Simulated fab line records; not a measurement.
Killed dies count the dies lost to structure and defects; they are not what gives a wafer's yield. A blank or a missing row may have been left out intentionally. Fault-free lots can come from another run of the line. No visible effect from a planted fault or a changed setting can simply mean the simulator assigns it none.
Matching of chambers	flow nand harc	4 sister chambers for NHARC_P_CONTACT_STRIP_28 on rie diel-11
The step strips in O2. 8 wafers are shown with their chamber, then 12 later ones without.

WAFERS PAIRED WITH THEIR CHAMBERS
wafer	chamber	showerhead plenum p Torr (Torr)	drypump motor current A (A)
L086.6	2	3.51	5.0
L087.1	0	3.43	5.8
L088.1	3	3.44	5.2
L088.2	1	3.33	5.9
L088.3	0	3.44	5.7
L089.3	1	3.33	5.9
L089.5	2	3.51	5.1
L089.6	3	3.44	5.2

WAFERS WITH NO CHAMBER GIVEN
wafer	showerhead plenum p Torr (Torr)	drypump motor current A (A)
L092.3	3.33	5.8
L092.4	3.44	5.1
L092.6	3.33	5.9
L093.3	3.51	5.1
L093.4	3.33	5.9
L093.5	3.43	5.7
L095.4	3.44	5.1
L095.5	3.43	5.7
L095.6	3.33	5.9
L096.2	3.33	5.8
L096.3	3.44	5.2
L096.5	3.33	5.9

THE CHAMBER EACH PASSED THROUGH
wafer	from the rows above	in truth
L092.3	1	1
L092.4	3	3
L092.6	1	1
L093.3	2	2
L093.4	1	1
L093.5	0	0
L095.4	3	3
L095.5	0	0
L095.6	1	1
L096.2	1	1
L096.3	3	3
L096.5	1	1
12 of 12 placed correctly. Number that these rows cannot place: 0. Number placed wrongly: 0.
How it was worked out, from the rows above alone: a wafer's distance from a chamber is the root of the sum, over the readings, of the square of ((its reading less the chamber's mean) divided by the reading's scatter). If the next closest chamber is less than 2 further off than the closest, the wafer can't be placed; otherwise it belongs to the closest. Each chamber's mean is taken over the wafers shown for it. The scatter is the square root of a quotient: the sum, over the shown wafers, of each reading's squared deviation from its chamber's mean, divided by wafers minus chambers.
